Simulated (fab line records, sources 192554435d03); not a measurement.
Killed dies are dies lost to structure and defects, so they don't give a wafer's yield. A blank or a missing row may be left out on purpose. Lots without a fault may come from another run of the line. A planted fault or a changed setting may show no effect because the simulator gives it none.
Split-lot experiment | flow n5_finfet | 7 lots, 21 wafers read, on a route of 1938 steps

THE SPLIT
At N5_BEOL_M9_ILD_DEP_00 (deposits SiCOH lowk from DEMS/porogen, target thk 308.51 nm, time 58 s), the setting time_s was moved away from the recipe's 58 s on 11 of the 21 wafers read, by -12.2% to +12.6%. The other wafers ran this setting at the recipe's value.

FROM THE SPLIT TO THE READING: what the file shows between them, 1 step
- N5_BEOL_M9_CURE_71: cures SiCOH lowk, time 240 s

THE READING
M9_ILD_THK, in nm, at N5_BEOL_M9_THK_MEAS_01. Fault-free wafers of this fab line usually give 268 nm, standard deviation 3.7 nm.

wafer  | tool, chamber at the split | time_s as run, s | against the recipe | M9_ILD_THK, nm | against lot-mates on the recipe
L074.1 | pecvd-01, 0                | 64.06            | +10.4%             | 291            | +23
L074.5 | pecvd-01, 1                | 58               | recipe             | 268            | -
L074.6 | pecvd-01, 0                | 64.06            | +10.4%             | 298            | +30
L075.2 | pecvd-01, 1                | 62.39            | +7.6%              | 283            | +17
L075.5 | pecvd-01, 0                | 58               | recipe             | 266            | -
L075.6 | pecvd-01, 2                | 58               | recipe             | 266            | -
L076.3 | pecvd-01, 0                | 58               | recipe             | 263            | -
L076.4 | pecvd-01, 1                | 50.9             | -12.2%             | 237            | -30
L076.5 | pecvd-01, 0                | 58               | recipe             | 271            | -
L083.1 | pecvd-03, 1                | 63.11            | +8.8%              | 292            | no lot-mate on the recipe
L083.4 | pecvd-03, 0                | 63.11            | +8.8%              | 287            | no lot-mate on the recipe
L083.5 | pecvd-03, 2                | 63.11            | +8.8%              | 293            | no lot-mate on the recipe
L091.3 | pecvd-03, 0                | 64.43            | +11.1%             | 293            | +22
L091.4 | pecvd-03, 1                | 58               | recipe             | 271            | -
L091.5 | pecvd-03, 2                | 64.43            | +11.1%             | 301            | +30
L094.1 | pecvd-03, 1                | 65.3             | +12.6%             | 296            | +28
L094.2 | pecvd-03, 2                | 58               | recipe             | 268            | -
L094.3 | pecvd-03, 0                | 65.3             | +12.6%             | 297            | +29
L093.2 | pecvd-03, 1                | 58               | recipe             | 262            | -
L093.3 | pecvd-03, 0                | 58               | recipe             | 264            | -
L093.4 | pecvd-03, 2                | 58               | recipe             | 270            | -

THE FIT
A straight line over all 21 wafers: M9_ILD_THK changes by +2.53 nm for each +1% of time_s; r = +0.98; the points scatter about the line by 3.3 nm.
The same after taking each lot's own level away (the mean of its wafers on the recipe; 18 wafers): +2.38 nm for each +1%; r = +0.98; scatter 2.9 nm.
On that fit, the largest move of time_s shifts the reading by 30 nm.
The lots' own levels span 265.3 to 271.0 nm, that is 1.5 times the standard deviation above.
So the lot-to-lot level changes the slope little: the two slopes agree.
Check: with one of the wafers moved furthest among these (+12.6%) left out of the fit, the line predicts +30.2 nm for it against its lot-mates. It came out at +28 nm against them.

OTHER SPLITS ON THESE WAFERS
These wafers also went through other splits before the reading. Each is held against what the fit with the lots' levels taken away leaves over:
other split on the same wafers | wafers away from the commonest value | r with M9_ILD_THK (lot level and that fit taken away)
N5_BEOL_M7_DESCUM_33 time_s    | 8                                    | +0.21
N5_BEOL_M8_EXPOSE_08 dose_mj   | 5                                    | +0.31
N5_BEOL_M8_DESCUM_16 time_s    | 10                                   | -0.02

THE WHOLE CHAIN: every reading that the file lists as answering this split, in the file's order
step                   | what it does                                                           | reading                                                                                  | change (the file's fit)              | r (the file's)
N5_BEOL_M9_ILD_DEP_00  | deposits SiCOH lowk from DEMS/porogen, target thk 308.51 nm, time 58 s | SiCOH_lowk_of_BEOL_M9_ILD_DEP_00.thk_nm (the simulator's own value, which no gauge read) | +2.69 nm for each +1% of the setting | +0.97
N5_BEOL_M9_CURE_71     | cures SiCOH lowk, time 240 s                                           | SiCOH_lowk_of_BEOL_M9_ILD_DEP_00.thk_nm (the simulator's own value, which no gauge read) | +2.37 nm for each +1% of the setting | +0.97
N5_BEOL_M9_THK_MEAS_01 |                                                                        | M9_ILD_THK                                                                               | +2.37 for each +1% of the setting    | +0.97

THE FILE'S OWN FIT
M9_ILD_THK changes by +2.37 nm for each +1% of time_s, r = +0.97.
